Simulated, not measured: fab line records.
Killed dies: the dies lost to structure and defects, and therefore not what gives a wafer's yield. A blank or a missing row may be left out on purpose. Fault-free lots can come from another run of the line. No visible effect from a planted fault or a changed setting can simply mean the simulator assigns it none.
Lot-split experiment :: flow n5Finfet :: 7 lots, 21 wafers read, on a route of 1938 steps

## ON THE SPLIT
At N5_DUMMY_GATE_COAT_09 (resist thk 30 nm), the setting spinRpm was moved away from the recipe's 1500 rpm on 10 of the 21 wafers read, by -10.9% to +10.4%. The other wafers ran this setting at the recipe's value.

## FROM THE SPLIT TO THE READING: what the file shows between them, 6 steps
- N5_DUMMY_GATE_EXPOSE_12: exposes mask GATE, target cd 25 nm (also split here: doseMj)
- N5_DUMMY_GATE_PEB_13: peb time 60 s
- N5_DUMMY_GATE_DEVELOP_14: develop time 30 s
- N5_DUMMY_GATE_CD_MEAS_15: target cd 25.8 nm
- N5_DUMMY_GATE_DESCUM_20: chemistry O2, time 6.2 s
- N5_DUMMY_GATE_ETCH_29: etches underlayer in N2/H2, target depth 13 nm

## THE READING
CAR-EUV_of_DUMMY_GATE_COAT_09.thkNm (the simulator's own value, which no gauge read), in nm, at N5_DUMMY_GATE_ETCH_36 (etches SiARC in CF4, target depth 13 nm). There is no usual value for it anywhere in the file. Average 11.7 nm, standard deviation 0.2 nm, over the 11 wafers here run with the recipe.

wafer: L074.1
tool, chamber at the split: lithoTrack-04, 0
spinRpm as run, rpm: 1337
against the recipe: -10.9%
CAR-EUV_of_DUMMY_GATE_COAT_09.thkNm, nm: 13.2
against lot-mates on the recipe: +1.4

wafer: L074.3
tool, chamber at the split: lithoTrack-04, 0
spinRpm as run, rpm: 1337
against the recipe: -10.9%
CAR-EUV_of_DUMMY_GATE_COAT_09.thkNm, nm: 13.2
against lot-mates on the recipe: +1.4

wafer: L074.2
tool, chamber at the split: lithoTrack-04, 0
spinRpm as run, rpm: 1500
against the recipe: recipe
CAR-EUV_of_DUMMY_GATE_COAT_09.thkNm, nm: 11.8
against lot-mates on the recipe: -

wafer: L081.1
tool, chamber at the split: lithoTrack-03, 0
spinRpm as run, rpm: 1500
against the recipe: recipe
CAR-EUV_of_DUMMY_GATE_COAT_09.thkNm, nm: 11.8
against lot-mates on the recipe: -

wafer: L081.4
tool, chamber at the split: lithoTrack-03, 0
spinRpm as run, rpm: 1500
against the recipe: recipe
CAR-EUV_of_DUMMY_GATE_COAT_09.thkNm, nm: 11.8
against lot-mates on the recipe: -

wafer: L081.3
tool, chamber at the split: lithoTrack-03, 0
spinRpm as run, rpm: 1440
against the recipe: -4.0%
CAR-EUV_of_DUMMY_GATE_COAT_09.thkNm, nm: 12.4
against lot-mates on the recipe: +0.6

wafer: L086.3
tool, chamber at the split: lithoTrack-04, 0
spinRpm as run, rpm: 1500
against the recipe: recipe
CAR-EUV_of_DUMMY_GATE_COAT_09.thkNm, nm: 11.6
against lot-mates on the recipe: -

wafer: L086.4
tool, chamber at the split: lithoTrack-04, 0
spinRpm as run, rpm: 1618
against the recipe: +7.9%
CAR-EUV_of_DUMMY_GATE_COAT_09.thkNm, nm: 10.8
against lot-mates on the recipe: -0.9

wafer: L086.5
tool, chamber at the split: lithoTrack-04, 0
spinRpm as run, rpm: 1500
against the recipe: recipe
CAR-EUV_of_DUMMY_GATE_COAT_09.thkNm, nm: 11.8
against lot-mates on the recipe: -

wafer: L090.1
tool, chamber at the split: lithoTrack-04, 0
spinRpm as run, rpm: 1500
against the recipe: recipe
CAR-EUV_of_DUMMY_GATE_COAT_09.thkNm, nm: 12
against lot-mates on the recipe: -

wafer: L090.4
tool, chamber at the split: lithoTrack-04, 0
spinRpm as run, rpm: 1500
against the recipe: recipe
CAR-EUV_of_DUMMY_GATE_COAT_09.thkNm, nm: 12
against lot-mates on the recipe: -

wafer: L090.3
tool, chamber at the split: lithoTrack-04, 0
spinRpm as run, rpm: 1500
against the recipe: recipe
CAR-EUV_of_DUMMY_GATE_COAT_09.thkNm, nm: 11.6
against lot-mates on the recipe: -

wafer: L092.3
tool, chamber at the split: lithoTrack-04, 0
spinRpm as run, rpm: 1656
against the recipe: +10.4%
CAR-EUV_of_DUMMY_GATE_COAT_09.thkNm, nm: 10.2
against lot-mates on the recipe: -1.6

wafer: L092.5
tool, chamber at the split: lithoTrack-04, 0
spinRpm as run, rpm: 1656
against the recipe: +10.4%
CAR-EUV_of_DUMMY_GATE_COAT_09.thkNm, nm: 10
against lot-mates on the recipe: -1.8

wafer: L092.6
tool, chamber at the split: lithoTrack-04, 0
spinRpm as run, rpm: 1500
against the recipe: recipe
CAR-EUV_of_DUMMY_GATE_COAT_09.thkNm, nm: 11.8
against lot-mates on the recipe: -

wafer: L095.3
tool, chamber at the split: lithoTrack-04, 0
spinRpm as run, rpm: 1554
against the recipe: +3.6%
CAR-EUV_of_DUMMY_GATE_COAT_09.thkNm, nm: 11.4
against lot-mates on the recipe: +0.0

wafer: L095.4
tool, chamber at the split: lithoTrack-04, 0
spinRpm as run, rpm: 1500
against the recipe: recipe
CAR-EUV_of_DUMMY_GATE_COAT_09.thkNm, nm: 11.4
against lot-mates on the recipe: -

wafer: L095.6
tool, chamber at the split: lithoTrack-04, 0
spinRpm as run, rpm: 1554
against the recipe: +3.6%
CAR-EUV_of_DUMMY_GATE_COAT_09.thkNm, nm: 10.6
against lot-mates on the recipe: -0.8

wafer: L096.1
tool, chamber at the split: lithoTrack-03, 0
spinRpm as run, rpm: 1500
against the recipe: recipe
CAR-EUV_of_DUMMY_GATE_COAT_09.thkNm, nm: 11.4
against lot-mates on the recipe: -

wafer: L096.3
tool, chamber at the split: lithoTrack-03, 0
spinRpm as run, rpm: 1430
against the recipe: -4.7%
CAR-EUV_of_DUMMY_GATE_COAT_09.thkNm, nm: 12.4
against lot-mates on the recipe: +1.0

wafer: L096.4
tool, chamber at the split: lithoTrack-03, 0
spinRpm as run, rpm: 1430
against the recipe: -4.7%
CAR-EUV_of_DUMMY_GATE_COAT_09.thkNm, nm: 12.2
against lot-mates on the recipe: +0.8

FIT RESULTS
A straight line over all 21 wafers: CAR-EUV_of_DUMMY_GATE_COAT_09.thkNm changes by -0.144 nm for each +1% of spinRpm; r = -0.96; the points scatter about the line by 0.23 nm.
The same after taking each lot's own level away (the mean of its wafers on the recipe; 21 wafers): -0.144 nm for each +1%; r = -0.97; scatter 0.21 nm.
The reading moves by 1.6 nm for the largest change in spinRpm, on that fit.
From 11.40 to 11.87 nm: that is the span of the lots' own levels, equal to 2.4 times the standard deviation above.
Consequently the slope shifts little with the lot-to-lot level, the two slopes agreeing.
Check: for one of the wafers moved furthest among these (-10.9%), held out of the fit, the line's prediction against its lot-mates is +1.64 nm. It came out at +1.4 nm against them.

## OTHER SPLITS APPLIED TO THESE WAFERS
Before the reading, these wafers also passed through other splits. Each is held against what the fit with the lots' levels taken away leaves over:
other split on the same wafers: N5_ZERO_LAYER_PECVD_02 timeS
wafers away from the commonest value: 7
r with CAR-EUV_of_DUMMY_GATE_COAT_09.thkNm (lot level and that fit taken away): -0.29

other split on the same wafers: N5_ZERO_LAYER_COAT_05 spinRpm
wafers away from the commonest value: 2
r with CAR-EUV_of_DUMMY_GATE_COAT_09.thkNm (lot level and that fit taken away): +0.10

other split on the same wafers: N5_WELL_APT_PEB_06 pebTimeS
wafers away from the commonest value: 10
r with CAR-EUV_of_DUMMY_GATE_COAT_09.thkNm (lot level and that fit taken away): -0.31

other split on the same wafers: N5_WELL_APT_COAT_19 spinRpm
wafers away from the commonest value: 7
r with CAR-EUV_of_DUMMY_GATE_COAT_09.thkNm (lot level and that fit taken away): -0.59

other split on the same wafers: N5_FIN_SAQP_DESCUM_21 timeS
wafers away from the commonest value: 7
r with CAR-EUV_of_DUMMY_GATE_COAT_09.thkNm (lot level and that fit taken away): +0.14

other split on the same wafers: N5_DUMMY_GATE_EXPOSE_12 doseMj
wafers away from the commonest value: 9
r with CAR-EUV_of_DUMMY_GATE_COAT_09.thkNm (lot level and that fit taken away): -0.27

## THE WHOLE CHAIN: every reading that the file lists as answering this split, in the file's order
step: N5_DUMMY_GATE_COAT_09
what it does: resist thk 30 nm
reading: CAR-EUV_of_DUMMY_GATE_COAT_09.thkNm (the simulator's own value, which no gauge read)
change (the file's fit): -0.15 nm for each +1% of the setting
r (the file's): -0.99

step: N5_DUMMY_GATE_DEVELOP_14
what it does: develop time 30 s
reading: CAR-EUV_of_DUMMY_GATE_COAT_09.thkNm (the simulator's own value, which no gauge read)
change (the file's fit): -0.158 nm for each +1% of the setting
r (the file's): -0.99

step: N5_DUMMY_GATE_ETCH_36
what it does: etches SiARC in CF4, target depth 13 nm
reading: CAR-EUV_of_DUMMY_GATE_COAT_09.thkNm (the simulator's own value, which no gauge read)
change (the file's fit): -0.142 nm for each +1% of the setting
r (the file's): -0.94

## THE FILE'S OWN FIT
CAR-EUV_of_DUMMY_GATE_COAT_09.thkNm changes by -0.142 nm for each +1% of spinRpm, r = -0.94.
